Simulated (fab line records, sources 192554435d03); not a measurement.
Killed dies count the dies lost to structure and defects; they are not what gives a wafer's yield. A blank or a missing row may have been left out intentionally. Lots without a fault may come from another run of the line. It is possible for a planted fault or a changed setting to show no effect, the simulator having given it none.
Chamber matching | flow n5Finfet | N5_FIN_SAQP_PECVD_47 on pecvd-02 has 3 sister chambers
The step deposits a-Si from SiH4/He, target thk 45 nm, time 36.3 s. 3 wafers are shown with their chamber, then 8 later ones without.

== WAFERS PAIRED WITH THEIR CHAMBERS ==
wafer  | chamber | showerheadVppV (V)
L083.2 | 1       | 634
L086.5 | 0       | 705
L092.1 | 2       | 632

== WAFERS WITH NO CHAMBER GIVEN ==
wafer  | showerheadVppV (V)
L092.2 | 632
L092.3 | 681
L094.2 | 633
L094.4 | 642
L094.5 | 682
L097.1 | 622
L097.5 | 641
L097.6 | 634

== WHICH CHAMBER EACH WENT THROUGH ==
wafer  | from the rows above          | in truth
L092.2 | can't be placed: 2 or 1      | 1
L092.3 | can't be placed: 0 or 1 or 2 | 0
L094.2 | can't be placed: 1 or 2      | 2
L094.4 | can't be placed: 1 or 2      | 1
L094.5 | can't be placed: 0 or 1      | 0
L097.1 | can't be placed: 2 or 1      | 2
L097.5 | can't be placed: 1 or 2      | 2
L097.6 | can't be placed: 1 or 2      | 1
Correctly placed: 0 of 8. Unplaceable from these rows: 8, with the true chamber sitting among the candidates in 8. 0 placed wrongly.
How it was worked out, from the rows above alone: a wafer's distance from a chamber is the root of the sum, over the readings, of the square of ((its reading less the chamber's mean) divided by the reading's scatter). If the next closest chamber is less than 2 further off than the closest, the wafer can't be placed; otherwise it belongs to the closest. A chamber's mean is the mean of its shown wafers. The scatter (one wafer shown for each chamber): square how far every hidden wafer sits from the nearest shown wafer, average those squares and take the square root.
